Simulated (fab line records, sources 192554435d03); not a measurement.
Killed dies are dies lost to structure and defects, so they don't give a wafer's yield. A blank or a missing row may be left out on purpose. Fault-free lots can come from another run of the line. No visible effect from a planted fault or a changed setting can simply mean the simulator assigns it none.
Matching of chambers | flow n5Finfet | 3 sister chambers for N5_BEOL_M5_PRE_CLEAN_77 on cvdCo-01
The step time 15 s. 6 wafers are shown with their chamber, then 12 later ones without.

== WAFERS WITH THEIR CHAMBER ==
wafer  | chamber | heaterPowerW (W)
L082.5 | 2       | 46
L086.6 | 2       | 46
L087.4 | 1       | 77
L089.1 | 1       | 78
L089.3 | 0       | 68
L089.4 | 0       | 68

== WAFERS WITHOUT THEIR CHAMBER ==
wafer  | heaterPowerW (W)
L090.1 | 67
L090.2 | 77
L090.3 | 46
L091.1 | 67
L091.2 | 78
L091.5 | 75
L095.2 | 77
L095.4 | 77
L095.6 | 47
L096.1 | 79
L096.2 | 47
L096.6 | 68

== EACH ONE'S CHAMBER ==
wafer  | from the rows above | in truth
L090.1 | 0                   | 0
L090.2 | 1                   | 1
L090.3 | 2                   | 2
L091.1 | 0                   | 0
L091.2 | 1                   | 1
L091.5 | 1                   | 1
L095.2 | 1                   | 1
L095.4 | 1                   | 1
L095.6 | 2                   | 2
L096.1 | 1                   | 1
L096.2 | 2                   | 2
L096.6 | 0                   | 0
Correctly placed: 12 of 12. From these rows, 0 cannot be placed. 0 placed wrongly.
How it was worked out, from the rows above alone: a wafer's distance from a chamber is the root of the sum, over the readings, of the square of ((its reading less the chamber's mean) divided by the reading's scatter). If the next closest chamber is less than 2 further off than the closest, the wafer can't be placed; otherwise it belongs to the closest. The mean given for a chamber averages the wafers shown for that chamber. The scatter: take each reading less its chamber's mean, square it, sum over the shown wafers, divide by the number of wafers less the number of chambers, and take the root.
